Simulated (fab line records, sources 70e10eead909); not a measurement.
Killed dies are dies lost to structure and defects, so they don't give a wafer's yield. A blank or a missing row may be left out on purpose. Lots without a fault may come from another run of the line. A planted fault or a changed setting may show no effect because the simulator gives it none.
A struck lot beside a sound one | flow nand_harc | 23 steps out of a route of 1159
Sound: wafers L223.1, L223.2, L223.6. Struck: wafers L227.4, L227.5. (L227.1 of the same lot was not struck and is left out.) The cause comes at the end.
At each step with rows: each side's tool, then ch and its chambers, then its first start. Under that, the readings that differ: sound wafers | struck wafers | difference of the means | sigmas: that difference in standard deviations of wafers without a fault.
alike: readings whose means differ by less than 2 such deviations, and words and numbers that are the same on both sides. not compared: withheld readings, readings that some wafer has no value for, bounds like >300 that may hide the same value, and numbers for which the record gives no deviation and whose values overlap.
The two part at a step that has a row with sigmas, a row that says differs or no value, or rows on one side only. Numbers that don't overlap but have no deviation are shown without sigmas and don't part them. A reading that every wafer of one side lacks parts them only if that side has two wafers or more.

NHARC_P_CONTACT_DEP_00: deposits SiO2, target thk 500 nm.
  sound on pecvd-01 ch 0,1,2; struck on pecvd-01 ch 0,1
  alike: heater_power_outer_w, heater_power_w, mfc_precursor_sccm, throttle_valve_pct
NHARC_P_CONTACT_CMP_01: polishes SiO2, target thk 200 nm.
  sound on cmp-04 ch 0,2, day 6 04:43; struck on cmp-02 ch 1,3, day 6 21:12
  alike: motor_current_A
then, 9 steps without rows for these wafers: NHARC_P_CONTACT_SRD_03; NHARC_P_CONTACT_DEHYDRATE_04 (time 120 s); NHARC_P_CONTACT_HMDS_05 (time 30 s); NHARC_P_CONTACT_COAT_33 (time 75 s); NHARC_P_CONTACT_COAT_34 (time 65 s); NHARC_P_CONTACT_COAT_06 (resist thk 90 nm); NHARC_P_CONTACT_SOFTBAKE_07 (time 55 s); NHARC_P_CONTACT_EBR_08; NHARC_P_CONTACT_EXPOSE_09 (exposes mask P CA, target cd 90 nm).
NHARC_P_CONTACT_PEB_10: peb time 65 s.
  sound on litho_track-06 ch 0, day 6 05:28; struck on litho_track-06 ch 0, day 6 21:50
then, 1 step without rows for these wafers: NHARC_P_CONTACT_DEVELOP_11 (develop time 35 s).
NHARC_P_CONTACT_CD_MEAS_12: target cd 90 nm.
  sound on cd_sem-01 ch 0, day 6 05:33; struck on cd_sem-03 ch 0, day 6 21:55
  reading    | sound          | struck      | difference | sigmas
  cd_nm (nm) | 90.2 90.7 89.7 | 106.6 107.0 | +16.6      | +32
NHARC_P_CONTACT_OVL_MEAS_13:
  sound on overlay-01, day 6 05:38; struck on overlay-02, day 6 21:59
  alike: overlay_x_nm, overlay_y_nm
NHARC_P_CONTACT_INSPECT_14:
  sound on defect_inspect-02, day 6 05:41; struck on defect_inspect-01, day 6 22:02
  alike: raw_defect_count
NHARC_P_CONTACT_DESCUM_17: chemistry O2, time 3 s.
  sound on rie_diel-03 ch 0,1, day 6 05:44; struck on rie_diel-03 ch 0,3, day 6 22:07
  reading                    | sound            | struck      | difference | sigmas
  model.P_CONTACT.cd_nm (nm) | 90.18 89.93 89.3 | 106.3 106.7 | +16.7      |
  alike: drypump_motor_current_A, oes_product_au, rf_vpp_V, showerhead_plenum_p_Torr, throttle_valve_pct
  not compared: rf_hours_counter_h
NHARC_P_CONTACT_ETCH_35: etches the open film in CF4, target depth 39 nm, time 65 s.
  sound on rie_diel-03 ch 0,2, day 6 05:49; struck on rie_diel-03 ch 2,3, day 6 22:11
  alike: drypump_motor_current_A, oes_product_au, rf_vpp_V, showerhead_plenum_p_Torr, throttle_valve_pct
  not compared: rf_hours_counter_h
NHARC_P_CONTACT_ETCH_36: etches the open film in N2/H2, target depth 260 nm, time 406.25 s.
  sound on rie_diel-03 ch 0,2,3; struck on rie_diel-03 ch 1,3
  alike: drypump_motor_current_A, oes_product_au, rf_vpp_V, showerhead_plenum_p_Torr, throttle_valve_pct
  not compared: rf_hours_counter_h
NHARC_P_CONTACT_ETCH_18: etches the open film in C4F8/O2/Ar, target depth 481 nm, time 240.5 s.
  sound on rie_diel-03 ch 0,2,3; struck on rie_diel-03 ch 1,3
  alike: oes_product_au, rf_vpp_V
  not compared: rf_hours_counter_h
then, 1 step without rows for these wafers: NHARC_P_CONTACT_STRIP_37 (strips in C4F8/O2/Ar).
NHARC_P_CONTACT_ETCH_31: etches the open film in CH3F/O2, target depth 30 nm, time 85.7 s.
  sound on rie_diel-03 ch 0,1; struck on rie_diel-03 ch 1
  reading                    | sound             | struck      | difference | sigmas
  model.P_CONTACT.cd_nm (nm) | 90.76 90.05 90.75 | 106.4 106.1 | +15.7      |
  alike: drypump_motor_current_A, oes_product_au, rf_vpp_V, showerhead_plenum_p_Torr, throttle_valve_pct
  not compared: rf_hours_counter_h
NHARC_P_CONTACT_CD_MEAS_19:
  sound on cd_sem-02, day 6 06:37; struck on cd_sem-01, day 6 22:58
  reading    | sound          | struck      | difference | sigmas
  cd_nm (nm) | 90.9 90.1 90.3 | 106.6 106.1 | +15.9      | +13

WHERE THEY PART
First at NHARC_P_CONTACT_CD_MEAS_12; last, within this record, at NHARC_P_CONTACT_CD_MEAS_19.

WHY: what the simulator had put in
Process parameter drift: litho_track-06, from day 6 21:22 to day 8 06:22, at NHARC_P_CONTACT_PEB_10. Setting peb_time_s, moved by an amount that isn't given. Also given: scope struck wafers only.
